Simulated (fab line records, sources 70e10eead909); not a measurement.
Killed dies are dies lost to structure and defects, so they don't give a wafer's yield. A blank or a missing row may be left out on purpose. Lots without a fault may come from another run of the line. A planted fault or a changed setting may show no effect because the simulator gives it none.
Chamber matching | flow nand_harc | NHARC_A_ZERO_WELL_ETCH_13 on rie_si-01: 4 sister chambers
The step etches the open film in HBr/Cl2, target depth 120 nm, time 40.1 s. 8 wafers are shown with their chamber, then 11 later ones without.

WAFERS WITH THEIR CHAMBER
wafer  | chamber | drypump_motor_current_A (A) | oes_product_au (a.u.)
L081.3 | 3       | 6.1                         | 0.999
L081.6 | 3       | 6.2                         | 1.000
L083.2 | 1       | 5.5                         | 1.018
L083.4 | 0       | 6.3                         | 0.999
L084.2 | 0       | 6.3                         | 1.006
L084.3 | 2       | 5.0                         | 1.002
L084.5 | 1       | 5.5                         | 1.013
L088.4 | 2       | 5.0                         | 1.004

WAFERS WITHOUT THEIR CHAMBER
wafer  | drypump_motor_current_A (A) | oes_product_au (a.u.)
L088.5 | 6.3                         | 0.997
L088.6 | 6.2                         | 1.000
L090.1 | 6.3                         | 0.987
L090.3 | 6.1                         | 1.001
L090.5 | 6.1                         | 0.998
L091.3 | 5.0                         | 0.998
L091.4 | 5.5                         | 1.019
L091.6 | 5.0                         | 1.001
L095.2 | 5.5                         | 1.003
L095.3 | 6.2                         | 0.997
L095.6 | 6.2                         | 1.007

WHICH CHAMBER EACH WENT THROUGH
wafer  | from the rows above     | in truth
L088.5 | 0                       | 0
L088.6 | can't be placed: 3 or 0 | 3
L090.1 | can't be placed: 0 or 3 | 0
L090.3 | 3                       | 3
L090.5 | 3                       | 3
L091.3 | 2                       | 2
L091.4 | 1                       | 1
L091.6 | 2                       | 2
L095.2 | 1                       | 1
L095.3 | can't be placed: 3 or 0 | 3
L095.6 | can't be placed: 3 or 0 | 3
Placed correctly: 7 of 11. Can't be placed from these rows: 4 (the true chamber is among the candidates in 4). Placed wrongly: 0.
How it was worked out, from the rows above alone: a wafer's distance from a chamber is the root of the sum, over the readings, of the square of ((its reading less the chamber's mean) divided by the reading's scatter). The wafer belongs to the nearest chamber; if the next one is less than 2 further off, it can't be placed. A chamber's mean is the mean of its shown wafers. The scatter: the root of (the sum of the squares of (reading less its chamber's mean) over the shown wafers, divided by (wafers less chambers)).
